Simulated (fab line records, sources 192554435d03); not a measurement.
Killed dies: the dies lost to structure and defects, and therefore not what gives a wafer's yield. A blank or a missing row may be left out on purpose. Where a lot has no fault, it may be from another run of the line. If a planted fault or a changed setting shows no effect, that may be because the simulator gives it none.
A struck lot beside a sound one | flow n5 finfet | 17 out of 1938 route steps
Sound: these wafers, L411.1, L411.3, L411.5. Struck: wafer L420.6 (L420.1, L420.3, from the same lot, were not struck and are left out); the cause is given at the end.
Order at every step that has rows: each side's tool, ch and its chambers, its first start. Under that, the readings that differ: sound wafers | struck wafers | difference of the means | sigmas: that difference in standard deviations of wafers without a fault.
alike: readings whose means differ by less than 2 such deviations, and words and numbers that are the same on both sides. not compared: withheld readings, readings that some wafer has no value for, bounds like >300 that may hide the same value, and numbers for which the record gives no deviation and whose values overlap.
A row with sigmas, a row that says differs or no value, or rows on one side alone: a step with any of these is where the two part. Non-overlapping numbers with no deviation appear without sigmas and do not part them. A reading that every wafer of one side lacks parts them only if that side has two wafers or more.

first, 9 steps without rows for these wafers: N5_MOL_CONTACT_COAG_DEVELOP_39 (develop time 30 s); N5_MOL_CONTACT_COAG_DESCUM_45 (chemistry O2, time 7 s); N5_MOL_CONTACT_COAG_ETCH_65 (etches underlayer in N2/H2, target depth 13 nm, time 10.4 s); N5_MOL_CONTACT_COAG_ETCH_66 (etches SiARC in CF4, target depth 13 nm, time 21.7 s); N5_MOL_CONTACT_COAG_ALD_133 (deposits SiO2, target thk 5 nm, pulse time 1 s, co reactant pulse time 1 s); N5_MOL_CONTACT_COAG_ETCHBACK_134 (etches SiO2 in CHF3, target depth 10 nm, time 6.7 s); N5_MOL_CONTACT_COAG_ETCH_67 (etches SOC in N2/H2, target depth 60 nm, overetch 21 nm, time 101.2 s); N5_MOL_CONTACT_COAG_STRIP_68 (strips in N2/H2); N5_MOL_CONTACT_COAG_STRIP_69 (strips in N2/H2).
N5_MOL_CONTACT_COAG_ETCHBACK_136: etches SiO2 in CHF3, target depth 25 nm, time 16.7 s.
  sound on rie diel-05 ch 1,3, day 6 03:25; struck on rie diel-05 ch 2, day 8 11:31
  reading                                           | sound          | struck | difference | sigmas
  rf vpp V (V)                                      | 541 519 541    | 498    | -36        | -3
  showerhead plenum p Torr (Torr)                   | 2.42 2.37 2.42 | 2.28   | -0.12      | -2
  model.SOC_of_MOL_CONTACT_COAG_COAT_62.thk nm (nm) | 57.4 57.4 57.4 | 55.6   | -1.8       |
  alike: drypump motor current A, oes product au, throttle valve pct
  not compared: rf hours counter h
then, 1 step without rows for these wafers: N5_MOL_CONTACT_COAG_STRIP_120 (strips in CHF3).
N5_MOL_CONTACT_COAG_VIA_ETCH_117: etches SiO2 in C4F6/O2, target depth 40 nm, overetch 8 nm, time 26 s.
  sound on rie diel-05 ch 1,3, day 6 03:27; struck on rie diel-05 ch 2, day 8 11:33
  reading                                      | sound             | struck | difference | sigmas
  oes product au (a.u.)                        | 0.81 0.66 0.81    | 0.52   | -0.24      | -3
  rf vpp V (V)                                 | 1634 1576 1636    | 1512   | -103       | -3
  showerhead plenum p Torr (Torr)              | 2.88 2.82 2.89    | 2.72   | -0.14      | -2
  model.etch.depth nm (nm)                     | 40.39 41.28 40.32 | 25.32  | -15.34     |
  model.MOL_CONTACT_COAG.feature depth nm (nm) | 40.4 41.2 40.4    | 25.4   | -15.3      |
  alike: drypump motor current A, throttle valve pct
  not compared: rf hours counter h
then, 1 step without rows for these wafers: N5_MOL_CONTACT_COAG_ETCH_124 (etches SiNx in CH3F/O2, stops on SiOC, target depth 6.5 nm).
N5_MOL_CONTACT_COAG_ETCH_48: etches SiOC in C4F6/O2, target depth 15 nm, overetch 4.5 nm, time 17 s.
  sound on rie diel-05 ch 1,3, day 6 03:31; struck on rie diel-05 ch 2, day 8 11:37
  reading                                           | sound          | struck | difference | sigmas
  rf vpp V (V)                                      | 1636 1580 1636 | 1515   | -102       | -3
  showerhead plenum p Torr (Torr)                   | 2.88 2.82 2.88 | 2.72   | -0.14      | -2
  model.SOC_of_MOL_CONTACT_COAG_COAT_62.thk nm (nm) | 46 46.4 46     | 44.2   | -1.9       |
  alike: drypump motor current A, oes product au, throttle valve pct
  not compared: rf hours counter h
then, 1 step without rows for these wafers: N5_MOL_CONTACT_COAG_STRIP_72 (strips in N2/H2).
-- here the record skips 3 days between the struck wafers' starts before and after, leaving off in module MOL_CONTACT_COAG and picking up in module BEOL_M4 (first step shown: number 1111 of the route) --
N5_BEOL_M4_RC_MEAS_101:
  sound on prober-01 ch 0, day 8 12:38; struck on prober-02 ch 0, day 11 02:17
  reading       | sound          | struck | difference | sigmas
  DIBL_N (mV/V) | 37.8 36.0 37.2 | 32.3   | -4.7       | -2
  SS_P (mV/dec) | 73.9 73.1 73.7 | 71.9   | -1.7       | -2
  VT_N (mV)     | 246 248 249    | 255    | +7         | +2
  alike: DIBL_P, IOFF_N, IOFF_P, ION_N, ION_P, SS_N, VT_P
N5_PASSIVATION_PROBE_49:
  the record holds rows for the sound wafers here (prober-02, day 12 15:14) but none for the struck ones

WHERE THEY PART
At N5_MOL_CONTACT_COAG_ETCHBACK_136 first; at N5_PASSIVATION_PROBE_49 last (within this record only).

WHY: the cause the simulator had injected
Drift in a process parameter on rie diel-05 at N5_MOL_CONTACT_COAG_ETCHBACK_136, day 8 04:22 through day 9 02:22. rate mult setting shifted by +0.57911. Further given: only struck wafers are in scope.
